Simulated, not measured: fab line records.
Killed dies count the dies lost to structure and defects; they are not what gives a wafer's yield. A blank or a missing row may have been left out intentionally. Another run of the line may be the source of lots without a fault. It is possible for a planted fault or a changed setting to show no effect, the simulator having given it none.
Comparing a struck lot with a sound one | flow n5Finfet | 37 out of 1938 route steps
Sound: these wafers, L968.2, L968.4, L968.6. Wafers L955.2, L955.3, L955.4 were the ones struck. The cause comes at the end.
For every step that has rows: the tool of each side, followed by ch and its chambers, followed by its first start. Under that, the readings that differ: sound wafers | struck wafers | difference of the means | sigmas: that difference in standard deviations of wafers without a fault.
alike: readings whose means differ by less than 2 such deviations, and words and numbers that are the same on both sides. not compared: withheld readings, readings that some wafer has no value for, bounds like >300 that may hide the same value, and numbers for which the record gives no deviation and whose values overlap.
A row with sigmas, a row that says differs or no value, or rows on one side alone: a step with any of these is where the two part. Non-overlapping numbers with no deviation appear without sigmas and do not part them. Lack of a reading on every wafer of one side parts them only where that side has two or more wafers.

first, 9 steps without rows for these wafers: N5_BEOL_M10_ALD_74 (deposits TaN, target thk 2 nm, pulse time 2 s, purge time 3 s); N5_BEOL_M10_SURFACE_TREAT_76; N5_BEOL_M10_CVD_75 (deposits Co from CCTBA/H2, target thk 2 nm, time 138.9 s); N5_BEOL_M10_SPUTTER_48 (material Cu, target thk 12 nm, time 2 s); N5_BEOL_M10_ECD_50 (material Cu, target thk 318 nm); N5_BEOL_M10_ANNEAL_51 (time 90 s); N5_BEOL_M10_CMP_52 (polishes, stops on SiCOH lowk, t overpolish 7 s, target thk 140 nm); N5_BEOL_M10_PRE_CLEAN_55 (time 15 s); N5_BEOL_M10_DEP_56 (deposits SiCN from 3MS/NH3, target thk 15 nm, time 26.5 s).
N5_BEOL_M11_ILD_DEP_00: deposits SiCOH lowk from DEMS/porogen, target thk 308.51 nm, time 58 s.
  sound on pecvd-01 ch 0,1,2, day 18 13:24; struck on pecvd-03 ch 0,2, day 14 06:44
reading                                            | sound             | struck         | difference | sigmas
runLengthS (s)                                     | 100.8 101.1 101.7 | 79.8 79.5 79.7 | -21.5      | -46
model.SiCOH_lowk_of_BEOL_M11_ILD_DEP_00.thkNm (nm) | 302.4 313.2 309.4 | 193 197.2 201  | -111       | 
  alike: heaterPowerW, showerheadPlenumPTorr, throttleValvePct
  not compared: sinceWetCleanH
then, 1 step without rows for these wafers: N5_BEOL_M11_CURE_71 (cures SiCOH lowk, time 240 s).
N5_BEOL_M11_THK_MEAS_01:
  sound on filmMetro-01, day 18 13:59; struck on filmMetro-01, day 14 07:20
reading          | sound       | struck      | difference | sigmas
M11_ILD_THK (nm) | 263 272 269 | 167 170 174 | -98        | -29
then, 23 steps without rows for these wafers: N5_BEOL_M11_PECVD_70 (deposits SiO2 from TEOS/O2, target thk 20 nm, time 22.7 s); N5_BEOL_M11_HM_DEP_02 (deposits TiN, target thk 20 nm); N5_BEOL_M11_COAT_59 (time 60 s, resist thk 100 nm); N5_BEOL_M11_COAT_60 (time 60 s, resist thk 30 nm); N5_BEOL_M11_COAT_05 (resist thk 90 nm); N5_BEOL_M11_EBR_07; N5_BEOL_M11_SOFTBAKE_06 (time 60 s); N5_BEOL_M11_EXPOSE_08 (exposes mask M11); N5_BEOL_M11_PEB_09 (peb time 60 s); N5_BEOL_M11_DEVELOP_10 (develop time 30 s); N5_BEOL_M11_DESCUM_16 (chemistry O2, time 7.9 s); N5_BEOL_M11_ETCH_61 (etches SiARC in CF4, target depth 39 nm, time 65 s); N5_BEOL_M11_ETCH_62 (etches SOC in N2/H2, target depth 110 nm, overetch 22 nm, time 165 s); N5_BEOL_M11_STRIP_68 (strips in N2/H2); N5_BEOL_M11_STRIP_67 (strips in CF4); N5_BEOL_M11_HM_OPEN_17 (chemistry Cl2/BCl3, target TiN, target depth 20 nm, overetch 6 nm); N5_BEOL_M11_STRIP_19 (strips in O2); N5_BEOL_M11_COAT_63 (time 60 s, resist thk 100 nm); N5_BEOL_M11_COAT_64 (time 60 s, resist thk 30 nm); N5_BEOL_M11_COAT_22 (resist thk 90 nm); N5_BEOL_M11_EBR_24; N5_BEOL_M11_SOFTBAKE_23 (time 60 s); N5_BEOL_M11_EXPOSE_25 (exposes mask V10).
N5_BEOL_M11_CMP_52: polishes, stops on SiCOH lowk, t overpolish 7 s, target thk 140 nm.
  sound on cmp-02 ch 0,2,3, day 18 19:57; struck on cmp-01 ch 0,1,3, day 14 12:58
reading                                            | sound             | struck            | difference | sigmas
model.SiCOH_lowk_of_BEOL_M11_ILD_DEP_00.thkNm (nm) | 259.6 269.2 265.8 | 163.6 167.2 170.6 | -97.7      | 
  alike: motorCurrentA
N5_PASSIVATION_PROBE_49:
  rows exist in the record for the struck wafers here (prober-01, day 16 06:53), but not for the sound ones

== WHERE THEY PART ==
Earliest at N5_BEOL_M11_ILD_DEP_00; latest, in this record, at N5_PASSIVATION_PROBE_49.

WHY: what the simulator had put in
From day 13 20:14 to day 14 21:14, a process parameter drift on pecvd-03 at N5_BEOL_M11_ILD_DEP_00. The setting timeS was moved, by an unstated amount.
